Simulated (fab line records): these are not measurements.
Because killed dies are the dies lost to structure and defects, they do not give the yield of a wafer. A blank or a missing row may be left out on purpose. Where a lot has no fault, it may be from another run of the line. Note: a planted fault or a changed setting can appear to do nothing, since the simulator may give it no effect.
Matching of chambers -- flow n5-finfet -- rie-si-05 running N5_STI_FIN_REVEAL_ETCH_34: 4 sister chambers
The step etches Si in H2, material Si, target depth 0.97 nm. 4 wafers are shown with their chamber, then 9 later ones without.

## WAFERS WITH THEIR CHAMBER
wafer,chamber,drypump-motor-current-A (A)
L084.1,0,5.5
L085.2,2,6.4
L085.3,3,5.9
L085.4,1,5.9

## WAFERS WITHOUT THEIR CHAMBER
wafer,drypump-motor-current-A (A)
L089.2,6.3
L089.5,5.9
L089.6,6.4
L094.2,5.9
L094.4,6.4
L094.5,5.5
L095.4,6.4
L095.5,5.9
L095.6,5.4

## WHICH CHAMBER EACH ONE RAN IN
wafer,from the rows above,in truth
L089.2,2,2
L089.5,can't be placed: 1 or 3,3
L089.6,2,2
L094.2,can't be placed: 1 or 3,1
L094.4,2,2
L094.5,0,0
L095.4,2,2
L095.5,can't be placed: 1 or 3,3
L095.6,0,0
6 of 9 placed correctly. Unplaceable from these rows: 3, with the true chamber sitting among the candidates in 3. 0 placed wrongly.
How it was worked out, from the rows above alone: a wafer's distance from a chamber is the root of the sum, over the readings, of the square of ((its reading less the chamber's mean) divided by the reading's scatter). The wafer belongs to the nearest chamber; if the next one is less than 2 further off, it can't be placed. Each chamber's mean is taken over the wafers shown for it. The scatter: root of mean squared gap, hidden wafer to nearest shown wafer, with one shown wafer a chamber.
